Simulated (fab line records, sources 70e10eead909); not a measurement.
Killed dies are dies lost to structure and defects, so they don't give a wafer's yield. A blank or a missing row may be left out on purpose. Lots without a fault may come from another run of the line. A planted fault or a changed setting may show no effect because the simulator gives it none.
Which tool did it? | flow nand_harc | 12 lots, 32 wafers sampled, at 4 steps of a route of 1159

WHAT THE GAUGES READ, wafer by wafer
NHARC_A_START_INSPECT_01.
lot  | measured     | on                | raw_defect_count
L122 | day 6 21:47  | defect_inspect-01 | 4 7 6
L121 | day 6 23:23  | defect_inspect-02 | 7 5 3
L125 | day 7 08:51  | defect_inspect-01 | 7 3 2
L123 | day 7 09:15  | defect_inspect-02 | 5 3 3
L129 | day 8 15:28  | defect_inspect-02 | 2
L131 | day 8 21:51  | defect_inspect-02 | 3 5 4
L130 | day 9 08:37  | defect_inspect-02 | 2
L132 | day 9 20:14  | defect_inspect-01 | 6 5 3
L137 | day 10 19:38 | defect_inspect-01 | 3 2 4
L139 | day 11 03:27 | defect_inspect-01 | 1 3 7
L143 | day 12 01:01 | defect_inspect-01 | 0 2 6
L144 | day 12 05:04 | defect_inspect-01 | 2 7 5

WHICH TOOL RAN EACH LOT (tool, then ch and the chambers of the sampled wafers, then the start)
lot  | NHARC_P_M2_ETCH_35                 | NHARC_P_M2_PVD_20                       | NHARC_P_BONDPAD_ETCH_24
L122 | rie_diel-03 ch 0,1,3, day 6 14:13  | pvd_sputter-03, day 6 19:16 or earlier  | rie_diel-05 ch 0,1,2, day 6 19:16
L121 | rie_diel-03 ch 0,3, day 6 15:55    | pvd_sputter-02, day 6 20:50 or earlier  | rie_diel-09 ch 1,2, day 6 20:50
L125 | rie_diel-06 ch 0,3, day 7 00:52    | pvd_sputter-03, day 7 06:15 or earlier  | rie_diel-09 ch 1,2,3, day 7 06:15
L123 | rie_diel-06 ch 1,2,3, day 7 01:02  | pvd_sputter-01, day 7 06:18 or earlier  | rie_diel-05 ch 0,1,2, day 7 06:18
L129 | rie_diel-06 ch 0, day 8 07:32      | pvd_sputter-02, day 8 12:40 or earlier  | rie_diel-09 ch 3, day 8 12:40
L131 | rie_diel-04 ch 0,3, day 8 14:07    | pvd_sputter-01, day 8 19:21 or earlier  | rie_diel-11 ch 1,3, day 8 19:21
L130 | rie_diel-06 ch 3, day 9 01:02      | pvd_sputter-02, day 9 06:09 or earlier  | rie_diel-09 ch 3, day 9 06:09
L132 | rie_diel-06 ch 0,1,2, day 9 12:33  | pvd_sputter-03, day 9 17:41 or earlier  | rie_diel-11 ch 2,3, day 9 17:41
L137 | rie_diel-04 ch 0,2, day 10 11:53   | pvd_sputter-01, day 10 17:05 or earlier | rie_diel-11 ch 2,3, day 10 17:05
L139 | rie_diel-06 ch 0,1,2, day 10 19:29 | pvd_sputter-03, day 11 00:47 or earlier | rie_diel-11 ch 0,1, day 11 00:47
L143 | rie_diel-06 ch 0,1, day 11 17:31   | pvd_sputter-03, day 11 22:31 or earlier | rie_diel-11 ch 0,1,2, day 11 22:31
L144 | rie_diel-03 ch 0,2,3, day 11 21:20 | pvd_sputter-01, day 12 02:32 or earlier | rie_diel-05 ch 0,1,2, day 12 02:32
- NHARC_P_M2_ETCH_35: etches the open film in N2/H2, target depth 40 nm, overetch 12 nm, time 43.94 s.
- NHARC_P_M2_PVD_20: deposits TaN, target thk 5 nm, time 8.06 s.
- NHARC_P_BONDPAD_ETCH_24: etches the open film in CF4/N2, target depth 30 nm, time 72.99 s.

WHAT THE TOOLS THEMSELVES READ (means of the sampled wafers that have a number; where no wafer has one, the mark that the record gives instead)
NHARC_P_M2_ETCH_35.
lot  | tool        | drypump_motor_current_A (A) | oes_product_au (a.u.) | rf_vpp_V (V) | run_length_s (s) | showerhead_plenum_p_Torr (Torr) | throttle_valve_pct (%)
L122 | rie_diel-03 | 5.8                         | 0.999                 | 431.2        | 65.5             | 2.08                            | 14.170
L121 | rie_diel-03 | 6.1                         | 1.000                 | 431.0        | 66.1             | 2.06                            | 14.168
L125 | rie_diel-06 | 5.0                         | 1.008                 | 431.7        | 65.1             | 2.06                            | 14.168
L123 | rie_diel-06 | 5.8                         | 1.007                 | 429.5        | 64.8             | 2.01                            | 14.172
L129 | rie_diel-06 | 4.8                         | 1.007                 | 431.2        | 65.7             | 2.05                            | 14.175
L131 | rie_diel-04 | 6.1                         | 0.994                 | 431.5        | 65.0             | 2.08                            | 14.168
L130 | rie_diel-06 | 5.4                         | 1.004                 | 431.6        | 64.3             | 2.07                            | 14.169
L132 | rie_diel-06 | 5.6                         | 1.003                 | 429.9        | 65.4             | 2.00                            | 14.172
L137 | rie_diel-04 | 5.7                         | 1.003                 | 429.4        | 65.1             | 2.03                            | 14.171
L139 | rie_diel-06 | 5.6                         | 0.997                 | 429.7        | 65.2             | 2.00                            | 14.160
L143 | rie_diel-06 | 5.5                         | 1.007                 | 428.9        | 65.4             | 1.96                            | 14.182
L144 | rie_diel-03 | 5.7                         | 0.997                 | 430.7        | 66.2             | 2.05                            | 14.177

NHARC_P_M2_PVD_20.
lot  | tool           | throttle_valve_pct (%)
L122 | pvd_sputter-03 | 29.4
L121 | pvd_sputter-02 | 30.1
L125 | pvd_sputter-03 | 29.2
L123 | pvd_sputter-01 | 28.5
L129 | pvd_sputter-02 | 30.4
L131 | pvd_sputter-01 | 30.0
L130 | pvd_sputter-02 | 28.1
L132 | pvd_sputter-03 | 29.2
L137 | pvd_sputter-01 | 29.9
L139 | pvd_sputter-03 | 29.6
L143 | pvd_sputter-03 | 29.5
L144 | pvd_sputter-01 | 29.6

NHARC_P_BONDPAD_ETCH_24.
lot  | tool        | drypump_motor_current_A (A) | oes_product_au (a.u.) | rf_vpp_V (V) | run_length_s (s) | showerhead_plenum_p_Torr (Torr) | throttle_valve_pct (%)
L122 | rie_diel-05 | 5.8                         | 1.005                 | 315.2        | 94.0             | 2.67                            | 19.794
L121 | rie_diel-09 | 5.5                         | 0.998                 | 314.5        | 95.1             | 2.66                            | 19.805
L125 | rie_diel-09 | 5.7                         | 1.003                 | 316.2        | 95.1             | 2.73                            | 19.788
L123 | rie_diel-05 | 5.9                         | 0.999                 | 315.7        | 94.2             | 2.67                            | 19.789
L129 | rie_diel-09 | 6.2                         | 1.005                 | 318.1        | 73.3             | 2.82                            | 19.775
L131 | rie_diel-11 | 5.8                         | 1.004                 | 314.9        | 94.6             | 2.70                            | 19.799
L130 | rie_diel-09 | 6.2                         | 0.996                 | 317.4        | 73.0             | 2.82                            | 19.782
L132 | rie_diel-11 | 6.0                         | 0.994                 | 316.1        | 94.6             | 2.74                            | 19.794
L137 | rie_diel-11 | 6.0                         | 1.003                 | 317.2        | 94.6             | 2.77                            | 19.798
L139 | rie_diel-11 | 5.4                         | 1.003                 | 314.0        | 94.2             | 2.64                            | 19.779
L143 | rie_diel-11 | 5.6                         | 1.002                 | 315.7        | 94.2             | 2.70                            | 19.783
L144 | rie_diel-05 | 5.8                         | 1.008                 | 315.4        | 94.1             | 2.65                            | 19.804

THE ANSWER, worked out from the rows above alone
Rule: what is usual is taken from the lots themselves. Put in order of their means at a reading, lots are off if they are a third of the lots or fewer, leave a main group of 4 or more, and stand apart from it by a gap of 3 or more times the standard deviation of the main group's means; of several such gaps the widest counts. A main group whose means are all the same, to the digits that the tables above print for the reading, isn't used. A lot without any number at a reading at which 4 lots or more have one is off too. The other lots that the step has rows for count as sound. The gauges are gone through in route order, then the tools' own readings, and for those a lot's mean is taken as printed above. The first step at which some lot is off is used, and at that step the reading that is off furthest; a lot without a number counts as furthest.
Off: L129, L130, at NHARC_P_BONDPAD_ETCH_24 (run_length_s). The main group: mean 94.5 s, standard deviation 0.38.
A tool fits if, at that step or a process step before it, it ran every lot that is off, and no sound lot after the first of them. NHARC_P_M2_PVD_20 gives no start for some lots, so the hours and the order of its lots are those of NHARC_P_BONDPAD_ETCH_24. Can't be told from this: 2 tools fit, pvd_sputter-02 at NHARC_P_M2_PVD_20, rie_diel-09 at NHARC_P_BONDPAD_ETCH_24.

WHAT THE SIMULATOR HAD PUT IN
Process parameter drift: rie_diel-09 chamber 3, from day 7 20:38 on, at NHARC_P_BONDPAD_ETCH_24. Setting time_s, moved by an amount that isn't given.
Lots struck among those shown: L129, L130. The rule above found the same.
